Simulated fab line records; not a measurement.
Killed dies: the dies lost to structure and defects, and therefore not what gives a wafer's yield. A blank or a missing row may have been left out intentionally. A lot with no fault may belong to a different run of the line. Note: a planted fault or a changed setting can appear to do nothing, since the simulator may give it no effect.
Chamber matching | flow n5Finfet | pecvd-03 running N5_BEOL_M11_DEP_56: 3 sister chambers
The step deposits SiCN from 3MS/NH3, target thk 30 nm, time 10.5 s. 6 wafers are shown with their chamber, then 7 later ones without.

WAFERS PAIRED WITH THEIR CHAMBERS
wafer  | chamber | throttleValvePct (%) | rfFwdPowerW (W)
L986.5 | 1       | 18.9                 | 667
L989.5 | 1       | 18.8                 | 668
L992.3 | 2       | 17.3                 | 669
L992.5 | 2       | 17.1                 | 672
L100.1 | 0       | 19.0                 | 664
L100.4 | 0       | 19.1                 | 665

WAFERS WITH NO CHAMBER GIVEN
wafer  | throttleValvePct (%) | rfFwdPowerW (W)
L100.5 | 17.4                 | 672
L103.2 | 19.0                 | 666
L103.4 | 19.0                 | 667
L103.6 | 19.4                 | 667
L104.1 | 17.3                 | 670
L104.2 | 18.9                 | 666
L104.6 | 18.9                 | 666

THE CHAMBER EACH PASSED THROUGH
wafer  | from the rows above     | in truth
L100.5 | 2                       | 2
L103.2 | can't be placed: 0 or 1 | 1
L103.4 | can't be placed: 1 or 0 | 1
L103.6 | can't be placed: 0 or 1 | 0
L104.1 | 2                       | 2
L104.2 | can't be placed: 1 or 0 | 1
L104.6 | can't be placed: 1 or 0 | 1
Correctly placed: 2 of 7. Not placeable from these rows: 5 (in 5, the candidates include the true chamber). Number placed wrongly: 0.
How it was worked out, from the rows above alone: a wafer's distance from a chamber is the root of the sum, over the readings, of the square of ((its reading less the chamber's mean) divided by the reading's scatter). The wafer belongs to the nearest chamber; if the next one is less than 2 further off, it can't be placed. For every chamber, the mean is computed from those of its wafers that are shown. How the scatter is found: for the shown wafers, subtract from each reading the mean of its chamber, square and add these, divide the total by (wafers less chambers), then take the root.
